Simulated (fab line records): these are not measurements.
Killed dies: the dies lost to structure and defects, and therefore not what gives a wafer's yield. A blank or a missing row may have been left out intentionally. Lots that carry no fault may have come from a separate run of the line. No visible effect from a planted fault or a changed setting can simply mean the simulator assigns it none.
What tool caused it? / flow nand_harc / Sampling: 11 lots, 33 wafers, 5 of 1302 route steps

== WHAT EACH GAUGE READ, for each wafer ==
NHARC_END_SORT_01.
lot=L577; measured=day 24 15:04; on=prober-02; killed_at_array=51 86 83

== WHAT TOOL EACH LOT RAN ON (gives the tool, then ch and the chambers of the sampled wafers, and finally the start) ==
lot=L577; NHARC_A_STAIRCASE_STRIP_205=plasma_asher-02 ch 0,1, day 15 23:56; NHARC_A_STAIRCASE_TRIM_226=rie_diel-01 ch 1,2,3, day 16 02:14; NHARC_A_STAIRCASE_TRIM_229=rie_diel-07 ch 0,1,2, day 16 02:35; NHARC_A_STAIRCASE_TRIM_231=rie_diel-07 ch 0,1,2, day 24 15:04 or earlier
lot=L580; NHARC_A_STAIRCASE_STRIP_205=plasma_asher-02 ch 0,1, day 16 18:55; NHARC_A_STAIRCASE_TRIM_226=rie_diel-04 ch 0,2, day 16 21:22; NHARC_A_STAIRCASE_TRIM_229=rie_diel-04 ch 0,3, day 16 21:43; NHARC_A_STAIRCASE_TRIM_231=rie_diel-04 ch 0,2, no start
lot=L586; NHARC_A_STAIRCASE_STRIP_205=plasma_asher-02 ch 1, day 20 00:37; NHARC_A_STAIRCASE_TRIM_226=rie_diel-07 ch 1,2, day 20 02:46; NHARC_A_STAIRCASE_TRIM_229=rie_diel-01 ch 0,1, day 20 03:05; NHARC_A_STAIRCASE_TRIM_231=rie_diel-01 ch 0,2,3, no start
lot=L585; NHARC_A_STAIRCASE_STRIP_205=plasma_asher-02 ch 1, day 20 07:55; NHARC_A_STAIRCASE_TRIM_226=rie_diel-01 ch 1,2,3, day 20 10:15; NHARC_A_STAIRCASE_TRIM_229=rie_diel-04 ch 0,2,3, day 20 10:35; NHARC_A_STAIRCASE_TRIM_231=rie_diel-04 ch 1,2, no start
lot=L587; NHARC_A_STAIRCASE_STRIP_205=plasma_asher-01 ch 0,1, day 20 14:21; NHARC_A_STAIRCASE_TRIM_226=rie_diel-01 ch 0,1,3, day 20 16:38; NHARC_A_STAIRCASE_TRIM_229=rie_diel-01 ch 0,2,3, day 20 16:58; NHARC_A_STAIRCASE_TRIM_231=rie_diel-01 ch 1,2,3, no start
lot=L594; NHARC_A_STAIRCASE_STRIP_205=plasma_asher-02 ch 0,1, day 22 23:51; NHARC_A_STAIRCASE_TRIM_226=rie_diel-04 ch 0,3, day 23 04:56; NHARC_A_STAIRCASE_TRIM_229=rie_diel-07 ch 0,1,3, day 23 05:19; NHARC_A_STAIRCASE_TRIM_231=rie_diel-07 ch 1,2, no start
lot=L595; NHARC_A_STAIRCASE_STRIP_205=plasma_asher-01 ch 0,1, day 23 22:24; NHARC_A_STAIRCASE_TRIM_226=rie_diel-01 ch 2,3, day 24 00:39; NHARC_A_STAIRCASE_TRIM_229=rie_diel-04 ch 0,1, day 24 01:01; NHARC_A_STAIRCASE_TRIM_231=rie_diel-04 ch 0,1, no start
lot=L597; NHARC_A_STAIRCASE_STRIP_205=plasma_asher-01 ch 0,1, day 24 23:26; NHARC_A_STAIRCASE_TRIM_226=rie_diel-07 ch 0,2,3, day 25 01:45; NHARC_A_STAIRCASE_TRIM_229=rie_diel-07 ch 0,1,2, day 25 02:05; NHARC_A_STAIRCASE_TRIM_231=rie_diel-07 ch 1,2,3, no start
lot=L599; NHARC_A_STAIRCASE_STRIP_205=plasma_asher-01 ch 0, day 24 23:44; NHARC_A_STAIRCASE_TRIM_226=rie_diel-04 ch 0,3, day 25 02:06; NHARC_A_STAIRCASE_TRIM_229=rie_diel-04 ch 0,2,3, day 25 02:27; NHARC_A_STAIRCASE_TRIM_231=rie_diel-04 ch 0,3, no start
lot=L596; NHARC_A_STAIRCASE_STRIP_205=plasma_asher-01 ch 0,1, day 25 02:56; NHARC_A_STAIRCASE_TRIM_226=rie_diel-01 ch 1,2,3, day 25 05:19; NHARC_A_STAIRCASE_TRIM_229=rie_diel-01 ch 0,1,3, day 25 05:40; NHARC_A_STAIRCASE_TRIM_231=rie_diel-01 ch 0,2,3, no start
lot=L600; NHARC_A_STAIRCASE_STRIP_205=plasma_asher-01 ch 0,1, day 25 12:38; NHARC_A_STAIRCASE_TRIM_226=rie_diel-07 ch 1,2, day 25 15:14; NHARC_A_STAIRCASE_TRIM_229=rie_diel-04 ch 0,3, day 25 15:37; NHARC_A_STAIRCASE_TRIM_231=rie_diel-04 ch 0,1, no start
- NHARC_A_STAIRCASE_STRIP_205: strips in O2.
- NHARC_A_STAIRCASE_TRIM_226: chemistry O2, time 211.2 s.
- NHARC_A_STAIRCASE_TRIM_229: chemistry O2, time 211.2 s.
- NHARC_A_STAIRCASE_TRIM_231: chemistry O2, time 211.2 s.

== THE ANSWER, worked out from the rows above alone ==
Rule: the usual values come from the lots themselves. Put in order of their means at a reading, lots are off if they are a third of the lots or fewer, leave a main group of 4 or more, and stand apart from it by a gap of 3 or more times the standard deviation of the main group's means; of several such gaps the widest counts. The tables above print the reading to a certain number of digits; a main group whose means all agree to those digits is not used. Also off: a lot with no number at a reading for which 4 or more lots have one. Where the step has rows for the other lots, those lots are counted as sound.
Across all readings shown, no lot is off: no conclusion can be drawn from this.

== WHAT THE SIMULATOR HAD INSERTED ==
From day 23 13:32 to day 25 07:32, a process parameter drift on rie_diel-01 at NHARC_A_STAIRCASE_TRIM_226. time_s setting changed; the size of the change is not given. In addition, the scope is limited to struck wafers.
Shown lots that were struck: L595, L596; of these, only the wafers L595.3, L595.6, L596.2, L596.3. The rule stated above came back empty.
